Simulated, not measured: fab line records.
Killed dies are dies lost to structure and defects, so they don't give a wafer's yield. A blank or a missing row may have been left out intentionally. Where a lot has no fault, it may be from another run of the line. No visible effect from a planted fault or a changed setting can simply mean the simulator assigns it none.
8D (eight disciplines) problem report, filled in by code :: flow nand_harc :: the parts of the form that need people (team, actions taken, sign-off) are left out

1. THE PROBLEM
Wafers without a fault read 188.47 W, standard deviation 0.16; heater_power_total_W at NHARC_A_SLIT_SOFTBAKE_04 reads a mean of 193.31 W on 2 wafers belonging to 2 lots. That is +30 standard deviations from the usual mean.
The step: time 55 s.
First observed at day 18 21:00: wafer L563.5, on litho_track-01. The record has a number at this step for 35 wafers belonging to 12 lots. By rule, "out" or "out of limits" means more than 4 standard deviations away from the usual mean. The rest of the wafers with a number are treated as sound.

2. WHAT THIS IS AND IS NOT
question: which readings at this step
is: heater_power_total_W
is not: -

question: which lots
is: L562, L563
is not: L545, L547, L549, L550, L551, L554, L555, L559, L564, L566

question: which wafers of those lots
is: L562.6, L563.5
is not: L562.2, L562.3, L563.2

question: read on which tools
is: litho_track-01
is not: litho_track-04, litho_track-06

question: when
is: from day 18 21:00
is not: up to then (25 sound wafers); but 8 sound wafers of L562, L564, L566 came after

3. THE SUSPECTS, EACH WITH WHAT RULES IT OUT
Counting: any tool at a process step up to the reading remains a suspect provided it ran every lot that is out. Sound lots after the first of them don't rule it out here, since some wafers of a struck lot are sound.
- pecvd-03 at NHARC_A_SLIT_DEP_25 (deposits SiO2, target thk 200 nm): kept. It processed each lot that is out (first: L563, day 18 18:45); up to then, its last sound lot is L551 (day 16 10:07).
- litho_track-01 at NHARC_A_SLIT_SOFTBAKE_04 (time 55 s): kept. It processed each lot that is out (first: L563, day 18 21:00); up to then, its last sound lot is L551 (day 16 14:00). Its own readings are out on those wafers: heater_power_total_W.
- Within pecvd-03 at NHARC_A_SLIT_DEP_25: the wafers that are out ran in chamber 2; their sound lot-mates ran in chambers 0, 1.
Remaining after the count are pecvd-03 at NHARC_A_SLIT_DEP_25 and litho_track-01 at NHARC_A_SLIT_SOFTBAKE_04.

4. THE CAUSE (what the simulator had put in)
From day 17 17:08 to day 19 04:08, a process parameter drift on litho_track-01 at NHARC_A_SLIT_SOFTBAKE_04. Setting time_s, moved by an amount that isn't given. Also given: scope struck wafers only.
After counting, 2 suspects remain, this tool included.

5. SEQUENCE OF EFFECTS, ordered by route
Each row: a reading whose mean over the struck wafers that have a number lies more than 3 standard deviations from the usual. Only readings whose record carries a usual standard deviation are examined. hours: median over the lots of the time between each lot's start at the first step of this table that gives one and its start at this step. sigmas: the change, counted in usual standard deviations.
hours: 0
step: NHARC_A_SLIT_SOFTBAKE_04
reading: heater_power_total_W
usual: 188.47 W
on struck wafers: 193.31
change: +4.84
sigmas: +30
Here are the process steps it includes:
- NHARC_A_SLIT_SOFTBAKE_04: time 55 s.

6. WHAT WOULD HAVE CAUGHT IT SOONER
First out-of-limits reading in this record: day 18 21:00, which is 28 hours after fault onset at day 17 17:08.
